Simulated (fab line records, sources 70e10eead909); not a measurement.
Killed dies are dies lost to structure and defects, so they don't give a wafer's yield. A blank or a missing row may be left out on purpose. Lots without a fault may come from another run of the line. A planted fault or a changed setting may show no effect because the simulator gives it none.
A struck lot beside a sound one | flow nand_harc | 14 steps out of a route of 1159
Sound: wafers L112.2, L112.3, L112.6. Struck: wafers L120.1, L120.5. (L120.2 of the same lot was not struck and is left out.) The cause comes at the end.
At each step with rows: each side's tool, then ch and its chambers, then its first start. Under that, the readings that differ: sound wafers | struck wafers | difference of the means | sigmas: that difference in standard deviations of wafers without a fault.
alike: readings whose means differ by less than 2 such deviations, and words and numbers that are the same on both sides. not compared: withheld readings, readings that some wafer has no value for, bounds like >300 that may hide the same value, and numbers for which the record gives no deviation and whose values overlap.
The two part at a step that has a row with sigmas, a row that says differs or no value, or rows on one side only. Numbers that don't overlap but have no deviation are shown without sigmas and don't part them. A reading that every wafer of one side lacks parts them only if that side has two wafers or more.

first, 1 step without rows for these wafers: NHARC_A_CONTACT_ETCH_139 (etches the open film in C4F8/O2/Ar, time 137 s, target depth 590 nm).
NHARC_A_CONTACT_ETCH_92: etches the open film in CH3F/O2, target depth 40 nm, time 85.7 s.
  sound on rie_diel-11 ch 0,2, day 17 14:31; struck on rie_diel-11 ch 0,1, day 20 02:43
  alike: drypump_motor_current_A, oes_product_au, rf_vpp_V, showerhead_plenum_p_Torr, throttle_valve_pct
  not compared: rf_hours_counter_h
NHARC_A_CONTACT_ETCH_98: etches the open film in C4F6/O2, target depth 20 nm, time 10 s.
  sound on rie_diel-11 ch 0,2; struck on rie_diel-11 ch 1,2
  alike: drypump_motor_current_A, oes_product_au, rf_vpp_V, showerhead_plenum_p_Torr, throttle_valve_pct
  not compared: rf_hours_counter_h
NHARC_A_CONTACT_CD_MEAS_15:
  sound on cd_sem-01, day 17 14:44; struck on cd_sem-03, day 20 02:56
  alike: cd_nm
then, 3 steps without rows for these wafers: NHARC_A_CONTACT_STRIP_107 (strips in N2/H2); NHARC_A_CONTACT_STRIP_108 (strips in CF4/CHF3); NHARC_A_CONTACT_STRIP_109 (strips in O2/COS).
NHARC_A_CONTACT_ETCH_110: etches the open film in CF4/O2, target depth 50 nm, overetch 5 nm, time 27.5 s.
  sound on rie_diel-11 ch 0,2,3, day 17 15:02; struck on rie_diel-11 ch 1,2, day 20 03:14
  alike: drypump_motor_current_A, oes_f_703_au, oes_product_au, rf_vpp_V, showerhead_plenum_p_Torr, throttle_valve_pct
  not compared: rf_hours_counter_h
NHARC_A_CONTACT_STRIP_26: strips in O2.
  sound on rie_diel-11 ch 0,2; struck on rie_diel-11 ch 0,2
  alike: drypump_motor_current_A, oes_product_au, rf_vpp_V, showerhead_plenum_p_Torr, throttle_valve_pct
  not compared: rf_hours_counter_h
then, 1 step without rows for these wafers: NHARC_A_CONTACT_STRIP_27 (strips in post etch residue remover, time 600 s).
NHARC_A_CONTACT_ALD_18: deposits TiN, target thk 3 nm, pulse time 1 s, ald cycles 150.
  sound on ald_metal-03 ch 1,2, day 17 15:40; struck on ald_metal-04 ch 0,1, day 20 03:54
  alike: heater_power_w, precursor_pulse_height_rel
then, 1 step without rows for these wafers: NHARC_A_CONTACT_CVD_19 (deposits W, target thk 300 nm, time 802 s).
NHARC_A_CONTACT_CMP_20: polishes, t overpolish 30 s, target thk 300 nm.
  sound on cmp-04 ch 0,1,3, day 17 19:26; struck on cmp-02 ch 2,3, day 20 05:05
  reading                | sound          | struck    | difference | sigmas
  time_to_endpoint_s (s) | 62.0 62.0 61.6 | 30.8 32.1 | -30.4      | -14
  alike: motor_current_A, overpolish_run_s
then, 1 step without rows for these wafers: NHARC_END_SORT_01.

WHERE THEY PART
Only at NHARC_A_CONTACT_CMP_20, within this record.

WHY: what the simulator had put in
Process parameter drift: cmp-02, from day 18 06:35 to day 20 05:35, at NHARC_A_CONTACT_CMP_20. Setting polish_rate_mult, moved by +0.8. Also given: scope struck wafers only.
